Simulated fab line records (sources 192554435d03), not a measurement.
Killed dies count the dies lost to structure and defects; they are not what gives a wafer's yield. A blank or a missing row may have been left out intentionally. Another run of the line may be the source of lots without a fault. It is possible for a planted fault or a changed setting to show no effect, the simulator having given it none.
fab line records	flow n5-finfet
record: lots: 8	wafers: 22	last-day: 17
route steps=1938 shown BEOL_M0_SAQP@654 BEOL_M4@1111
lots with no fault: from the same line, run without faults
start-h: the number of hours between the record's first day and the start of the first shown wafer of the lot	wait-h: hours since the lot's step before	" same as the row above	L1.1+2: several wafers, shown together as one row	- no value, or no start given	* or withheld: withheld	< > ~ a bound
route shown NAME@n: names a module that has steps shown in the file, with the first one's number in the route	usual: mean and standard deviation over wafers with no fault	same: alike in all rows	chamber/n: place in a boat	sites: the reading at each site	_std_site: the values' standard deviation	_edge_site: the outer-site mean with the inner-site mean subtracted	radius-mm: for every site, how far away it sits from the centre of the wafer	mask NAME#n: copy n	behind: the most recent tool/chamber to have shaped the wafer	hold: what put the lot on hold/how long, in hours/how the hold closed	device: names the non-switching transistor (n, p or np)	end of line: at the end of the route, the tests of the same wafers	a step with no rows: only its recipe	killed: dies lost to structure and defects at the first sort, not the wafer's yield	map: per-die view of a wafer (x killed, . not killed, _ where there is no die)
set.NAME: the setting the step ran with; set.NAME@STEP: the setting that earlier step ran with	model.NAME: the simulator's own value behind a step, which no gauge read
one table for each step of the route and one row for each wafer, over a sample of lots
services: a tool's chamber out of use, with start hour (start-h, from the record's first day; less than 0 if before it), hours out, and reason
== steps ==
step: N5_BEOL_M0_SAQP_ETCH_84
recipe: chemistry: N2/H2	target: SOC	target-depth-a: 1000	overetch-a: 200	mask-material: SiARC	temp-c: 40	time-s: 150	ion-energy-ev: 200	pressure-mtorr: 30	source-w: 840	bias-w: 150	n2-flow-sccm: 200	h2-flow-sccm: 200
usual: chamber-pressure-mTorr: 29.999/0.028	drypump-motor-current-A: 5.8/0.48	n2-flow-sccm: 200.1/0.55	oes-product-au: 0.71/0.075	rf-vpp-V: 525.6/2.4	showerhead-plenum-p-Torr: 2.61/0.079	throttle-valve-pct: 17.7/0.32
lot.wafer	tool	chamber	start-h	wait-h	chamber-pressure-mTorr	drypump-motor-current-A	n2-flow-sccm	oes-product-au	rf-hours-counter-h	rf-vpp-V	showerhead-plenum-p-Torr	throttle-valve-pct
L353.3	rie-diel-03	1	118.78	0.0	29.998	5.9	199.2	0.68	166	525.9	2.64	17.9
L353.4	"	0	"	"	30.017	5.3	200.1	0.67	154	528.2	2.65	17.5
L353.6	"	2	"	"	29.978	6.0	199.6	0.67	-	526.7	2.64	17.9
L355.2	rie-diel-03	3	131.94	0.0	30.005	5.7	200.5	0.83	12	525.4	2.61	17.7
L355.4	"	1	"	"	29.998	5.9	201.6	0.68	170	526.6	2.64	17.9
L355.5	"	1	"	"	30.039	5.9	200.0	0.68	-	526.9	2.64	17.9
L358.3	rie-diel-03	0	145.90	0.0	29.988	5.3	199.8	0.66	162	527.7	2.64	17.5
L358.6	"	1	"	"	30.014	5.9	199.5	0.68	-	528.2	2.64	17.9
L359.2	rie-diel-03	3	155.74	0.0	30.005	5.8	200.5	0.81	18	526.8	2.61	17.7
L359.5	"	3	"	"	29.984	5.7	200.2	0.82	-	523.9	2.61	17.7
L368.1	rie-diel-03	2	210.26	0.0	29.987	6.0	200.2	0.65	201	526.8	2.63	17.9
L368.2	"	1	"	"	29.985	5.9	199.4	0.66	195	526.3	2.63	17.9
L368.4	"	0	"	"	30.053	5.3	200.1	0.65	-	526.9	2.63	17.6
L370.1	rie-diel-01	1	221.19	0.0	29.989	5.0	200.0	0.76	45	527.7	2.70	17.6
L370.4	"	0	"	"	30.042	6.7	199.6	0.66	180	526.7	2.63	17.7
L370.5	"	0	"	"	30.014	6.7	199.8	0.67	-	524.5	2.63	17.7
L371.1	rie-diel-06	3	226.70	0.0	30.024	6.2	199.3	0.79	36	524.1	2.59	17.2
L371.2	"	1	"	"	30.003	5.9	199.7	0.79	28	524.2	2.58	17.5
L371.3	"	0	"	"	30.023	5.0	198.9	0.75	63	529.1	2.68	17.5
L372.2	rie-diel-03	1	233.75	0.0	30.027	5.9	200.1	0.65	205	527.2	2.62	17.9
L372.4	"	0	"	"	29.943	5.2	198.8	0.64	-	527.3	2.63	17.6
L372.6	"	1	"	"	29.981	5.9	199.8	0.66	-	526.4	2.62	17.9
step: N5_BEOL_M0_SAQP_HM_OPEN_112
recipe: chemistry: CHF3/O2	target: SiO2	stop-on: a-Si	target-depth-a: 120	over-etch-frac: 1.25	mask-material: SOC	time-s: 13.5	pressure-mtorr: 30	source-w: 650	bias-w: 170	Ar_flow_sccm: 200	CHF3_flow_sccm: 50	O2_flow_sccm: 5	ion-energy-ev: 200	ends: end-point
usual: chamber-pressure-mTorr: 30.000/0.026	drypump-motor-current-A: 5.8/0.48	oes_o_777_au: 0.80/0.083	oes-product-au: 0.52/0.055	over-etch-frac: 1.25/0	rf-vpp-V: 525/5.2	showerhead-plenum-p-Torr: 2.47/0.069	throttle-valve-pct: 18.7/0.31
lot.wafer	tool	chamber	start-h	wait-h	chamber-pressure-mTorr	drypump-motor-current-A	oes_o_777_au	oes-product-au	over-etch-frac	rf-hours-counter-h	rf-vpp-V	showerhead-plenum-p-Torr	throttle-valve-pct
L353.3	rie-diel-03	1	118.89	0.0	30.033	5.9	0.76	0.50	1.25	166	528	2.50	18.9
L353.4	"	0	"	"	29.991	5.3	0.76	0.49	1.25	154	530	2.50	18.5
L353.6	"	2	"	"	30.011	6.0	0.76	0.49	1.25	-	529	2.49	18.8
L355.2	rie-diel-03	3	132.05	0.0	30.053	5.7	0.93	0.61	1.25	12	524	2.46	18.6
L355.4	"	1	"	"	30.053	5.9	0.75	0.50	1.25	170	529	2.50	18.9
L355.5	"	1	"	"	30.044	5.9	0.75	0.43	2.2313	-	530	2.50	18.9
L358.3	rie-diel-03	0	146.01	0.0	29.973	5.2	0.74	0.42	2.2313	162	529	2.50	18.5
L358.6	"	1	"	"	30.014	5.9	0.75	0.49	1.25	-	530	2.50	18.9
L359.2	rie-diel-03	3	155.85	0.0	29.961	5.7	0.91	0.58	1.25	18	526	2.45	18.6
L359.5	"	3	"	"	29.994	5.7	0.91	0.51	2.2313	-	525	2.46	18.6
L368.1	rie-diel-03	2	210.36	0.0	30.039	6.0	0.73	0.47	1.25	201	529	2.48	18.8
L368.2	"	1	"	"	29.961	6.0	0.74	0.48	1.25	195	528	2.49	18.9
L368.4	"	0	"	"	30.034	5.3	0.73	0.48	1.25	-	529	2.49	18.5
L370.1	rie-diel-01	1	221.30	0.0	29.973	5.0	0.86	0.56	1.25	45	520	2.54	18.7
L370.4	"	0	"	"	29.996	6.7	0.74	0.49	1.25	181	526	2.50	18.8
L370.5	"	0	"	"	30.029	6.7	0.74	0.49	1.25	-	526	2.50	18.8
L371.1	rie-diel-06	3	226.80	0.0	29.969	6.2	0.88	0.59	1.25	36	527	2.45	18.2
L371.2	"	1	"	"	30.013	5.9	0.89	0.59	1.25	28	527	2.46	18.6
L371.3	"	0	"	"	29.989	5.0	0.85	0.55	1.25	63	520	2.54	18.7
L372.2	rie-diel-03	1	233.86	0.0	29.977	5.9	0.73	0.48	1.25	205	530	2.49	19.0
L372.4	"	0	"	"	30.025	5.3	0.73	0.48	1.25	-	528	2.49	18.5
L372.6	"	1	"	"	30.012	5.9	0.72	0.48	1.25	-	529	2.49	19.0
step: N5_BEOL_M0_SAQP_MANDREL_ETCH_20
recipe: target-depth-a: 600	chemistry: HBr/Cl2	target: a-Si	stop-on: SiNx	bt-time-s: 10	mask-material: SOC	over-etch-frac: 0.5	time-s: 30	pressure-mtorr: 10	icp-w: 800	bias-w: 75	HBr_flow_sccm: 150	Cl2_flow_sccm: 80	ends: end-point
usual: chamber-pressure-mTorr: 10.001/0.0083	drypump-motor-current-A: 5.9/0.48	oes-product-au: 0.778/0.0093	throttle-valve-pct: 35.47/0.24
lot.wafer	tool	chamber	start-h	wait-h	chamber-pressure-mTorr	drypump-motor-current-A	oes-product-au	rf-hours-counter-h	throttle-valve-pct
L353.3	rie-si-02	1	118.97	0.0	10.002	6.5	0.776	93	35.70
L353.4	"	2	"	"	9.995	6.4	0.776	76	35.53
L353.6	"	3	"	"	9.992	5.7	0.784	-	35.45
L355.2	rie-si-02	1	132.13	0.0	9.999	6.5	0.776	93	35.72
L355.4	"	3	"	"	9.994	5.7	0.781	17	35.44
L355.5	"	1	"	"	10.003	6.5	0.756	-	35.76
L358.3	rie-si-01	2	146.09	0.0	9.997	5.0	0.781	112	35.79
L358.6	"	3	"	"	10.001	5.7	0.772	-	35.54
L359.2	rie-si-01	3	155.93	0.0	10.017	5.7	0.762	127	35.55
L359.5	"	3	"	"	9.985	5.7	0.750	-	35.60
L368.1	rie-si-02	3	210.45	0.0	10.006	5.7	0.778	18	35.46
L368.2	"	1	"	"	10.007	6.5	0.767	94	35.73
L368.4	"	0	"	"	10.001	6.0	0.799	129	35.43
L370.1	rie-si-03	0	221.38	0.0	10.007	5.7	0.776	1	34.74
L370.4	"	3	"	"	9.983	6.0	0.790	97	35.36
L370.5	"	1	"	"	10.009	5.1	0.778	-	35.39
L371.1	rie-si-03	0	226.89	0.0	9.998	5.7	0.762	1	34.76
L371.2	"	1	"	"	10.003	5.2	0.768	183	35.40
L371.3	"	2	"	"	10.011	6.3	0.765	76	35.50
L372.2	rie-si-03	1	233.94	0.0	9.998	5.1	0.769	183	35.40
L372.4	"	2	"	"	10.004	6.3	0.778	76	35.46
L372.6	"	3	"	"	9.995	6.0	0.792	-	35.37
step: N5_BEOL_M0_SAQP_SPACER1_ETCHBACK_99
recipe: chemistry: CHF3/O2	mode: anisotropic-etchback	target: SiO2	target-depth-a: 154	time-s: 7.7	pressure-mtorr: 30	source-w: 650	bias-w: 170	Ar_flow_sccm: 200	CHF3_flow_sccm: 50	O2_flow_sccm: 5	ion-energy-ev: 200
usual: chamber-pressure-mTorr: 30.002/0.029	drypump-motor-current-A: 5.7/0.52	oes_o_777_au: 0.80/0.082	oes-product-au: 0.80/0.086	rf-vpp-V: 525/4.7	showerhead-plenum-p-Torr: 2.47/0.072	throttle-valve-pct: 18.80/0.28
lot.wafer	tool	chamber	start-h	wait-h	chamber-pressure-mTorr	drypump-motor-current-A	oes_o_777_au	oes-product-au	rf-hours-counter-h	rf-vpp-V	showerhead-plenum-p-Torr	throttle-valve-pct
L353.3	rie-diel-01	0	120.39	0.4	30.034	6.7	0.76	0.77	151	526	2.51	18.81
L353.4	"	3	"	"	29.997	5.7	0.86	0.88	42	526	2.35	18.61
L353.6	"	3	"	"	30.025	5.7	0.87	0.88	-	525	2.35	18.57
L355.2	rie-diel-03	3	133.37	0.3	29.997	5.8	0.92	0.92	12	524	2.46	18.71
L355.4	"	1	"	"	29.995	5.9	0.76	0.75	170	529	2.50	18.99
L355.5	"	1	"	"	29.951	5.9	0.75	0.76	-	529	2.50	18.97
L358.3	rie-diel-06	1	147.18	0.3	29.997	5.9	0.97	0.97	4	528	2.47	18.62
L358.6	"	0	"	"	30.030	5.0	0.89	0.88	-	520	2.55	18.66
L359.2	rie-diel-01	2	157.02	0.3	29.980	5.4	0.70	0.69	224	529	2.48	19.03
L359.5	"	3	"	"	29.984	5.7	0.85	0.85	-	525	2.34	18.62
L368.1	rie-diel-03	1	212.07	0.3	30.077	5.9	0.74	0.74	196	528	2.49	19.01
L368.2	"	2	"	"	30.003	6.0	0.73	0.71	201	529	2.48	18.90
L368.4	"	2	"	"	30.002	6.0	0.72	0.72	-	528	2.48	18.91
L370.1	rie-diel-03	2	222.66	0.3	30.044	6.0	0.73	0.72	206	529	2.48	18.92
L370.4	"	0	"	"	30.006	5.3	0.73	0.72	-	529	2.49	18.59
L370.5	"	2	"	"	30.006	6.0	0.73	0.71	-	530	2.48	18.92
L371.1	rie-diel-06	1	227.99	0.3	29.966	5.9	0.90	0.90	28	528	2.46	18.64
L371.2	"	3	"	"	29.985	6.2	0.89	0.89	36	528	2.45	18.28
L371.3	"	2	"	"	30.001	6.4	0.71	0.70	213	514	2.30	19.48
L372.2	rie-diel-06	2	235.86	0.3	30.021	6.4	0.71	0.70	216	515	2.30	19.48
L372.4	"	3	"	"	29.979	6.2	0.88	0.88	-	526	2.45	18.28
L372.6	"	0	"	"	29.976	5.0	0.85	0.84	-	521	2.54	18.73
step: N5_BEOL_M4_RC_MEAS_101
usual: DIBL_N: 36.2/1.5	DIBL_P: 36.2/1.7	IOFF_N: 0.155/0.021	IOFF_P: 0.216/0.026	ION_N: 674/11	ION_P: 464/6.8	SS_N: 71.5/0.56	SS_P: 73.3/0.6	VT_N: 250.2/2.6	VT_P: -249.3/2.5
lot.wafer	tool	chamber	start-h	wait-h	DIBL_N[mV/V]	DIBL_P[mV/V]	IOFF_N[nA/um]	IOFF_P[nA/um]	ION_N[uA/um]	ION_P[uA/um]	SS_N[mV/dec]	SS_P[mV/dec]	VT_N[mV]	VT_P[mV]
L353.3	prober-01	0	178.64	0.3	36.1	36.1	0.164	0.235	669	464	71.8	73.6	247.7	-247.4
L353.4	"	0	"	"	33.8	33.9	0.140	0.190	677	470	71.4	72.2	251.1	-251.2
L353.6	"	0	"	"	35.9	36.0	0.167	0.228	660	462	72.2	74.4	247.7	-248.1
L355.2	prober-01	0	191.63	0.2	37.9	35.0	0.143	0.214	660	455	71.5	74.1	253.3	-249.4
L355.4	"	0	"	"	37.4	34.1	0.141	0.199	654	451	71.2	73.2	253.1	-248.9
L355.5	"	0	"	"	38.8	36.2	0.162	0.236	656	458	71.5	74.1	249.7	-248.5
L358.3	prober-02	0	202.92	0.3	37.1	37.8	0.172	0.262	672	471	72.3	74.3	248.0	-247.3
L358.6	"	0	"	"	36.1	36.3	0.163	0.241	688	472	71.6	74.4	246.4	-247.0
L359.2	prober-02	0	210.02	0.2	35.4	36.7	0.134	0.196	662	460	72.2	73.0	256.6	-255.0
L359.5	"	0	"	"	36.1	38.2	0.152	0.226	676	469	71.8	73.3	253.1	-250.8
L368.1	prober-01	0	271.15	0.0	35.3	35.2	0.145	0.212	668	471	70.9	73.3	250.6	-246.6
L368.2	"	0	"	"	35.6	36.4	0.159	0.239	680	476	71.2	73.7	248.2	-248.1
L368.4	"	0	"	"	37.2	37.6	0.184	0.257	686	473	72.1	73.9	248.1	-246.3
L371.1	prober-02	0	286.88	0.0	39.7	38.9	0.181	0.247	675	457	72.4	74.0	249.7	-246.9
L371.2	"	0	"	"	38.4	37.6	0.163	0.224	681	466	71.9	72.7	249.6	-248.6
L371.3	"	0	"	"	36.9	35.6	0.139	0.201	684	471	72.0	72.5	251.3	-249.3
L370.1	prober-01	0	287.20	0.0	36.0	35.6	0.143	0.190	676	461	70.2	73.1	248.3	-249.5
L370.4	"	0	"	"	36.7	35.8	0.140	0.191	659	459	70.9	72.4	250.8	-251.7
L370.5	"	0	"	"	34.5	33.8	0.109	0.170	665	461	69.9	72.4	254.4	-251.5
L372.2	prober-01	0	303.72	0.2	38.5	37.4	0.169	0.240	682	472	71.6	74.0	249.8	-248.0
L372.4	"	0	"	"	37.8	36.8	0.157	0.241	660	463	72.0	74.0	250.4	-248.8
L372.6	"	0	"	"	38.0	36.3	0.160	0.234	666	460	71.7	73.9	249.1	-248.1
== services ==
tool	chamber	start-h	hours	kind
rie-diel-06	3	100.98	-	clean
rie-diel-06	3	100.98	-	consumable-replace:focus-ring
rie-diel-06	3	100.98	14.8	scheduled-down
rie-diel-06	3	100.98	14.8	vent-cycle
rie-diel-03	3	110.81	7.3	repair
rie-diel-06	1	115.79	-	clean
rie-diel-06	1	115.79	-	consumable-replace:focus-ring
rie-diel-06	1	115.79	15.4	scheduled-down
rie-diel-06	1	115.79	15.4	vent-cycle
rie-si-03	3	130.71	8.9	repair
rie-diel-03	0	139.33	1.5	repair
rie-diel-01	2	145.18	8.5	repair
rie-si-03	0	148.78	-	clean
rie-si-01	1	149.39	2.1	repair
rie-diel-01	3	163.44	4.6	repair
rie-si-01	0	169.03	3.3	repair
rie-diel-06	2	178.70	3.8	repair
rie-si-03	0	182.25	5.8	repair
rie-diel-01	0	184.02	9.1	repair
rie-diel-01	2	185.47	12.7	repair
rie-si-02	1	191.33	12.5	repair
rie-diel-03	3	194.87	4.1	repair
rie-diel-03	3	202.36	63.7	repair
rie-diel-06	1	228.58	18.5	repair
== key ==
first-sign: step: N5_BEOL_M0_SAQP_HM_OPEN_112	reading: over-etch-frac	direction: up	sigmas: 99+	usual: 1.25	struck: 2.2313
effect none on later readings
met-at N5_BEOL_M0_SAQP_HM_OPEN_112
struck-lots L355,L358,L359
struck-wafers L355.5,L358.3,L359.5
not-acting-at N5_BEOL_M0_SAQP_ETCH_84,N5_BEOL_M0_SAQP_MANDREL_ETCH_20,N5_BEOL_M0_SAQP_SPACER1_ETCHBACK_99
onset-between 118.89 132.05
fault: kind: process-parameter-drift	tool: rie-diel-03	chamber: -	onset-h: 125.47	steps: N5_BEOL_M0_SAQP_HM_OPEN_112	channel: over-etch-frac	offset: 0.98132	shape: step	end-h: 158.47	scope: struck-wafers-only	acts-in: these-recipes-only	stated: 1.25
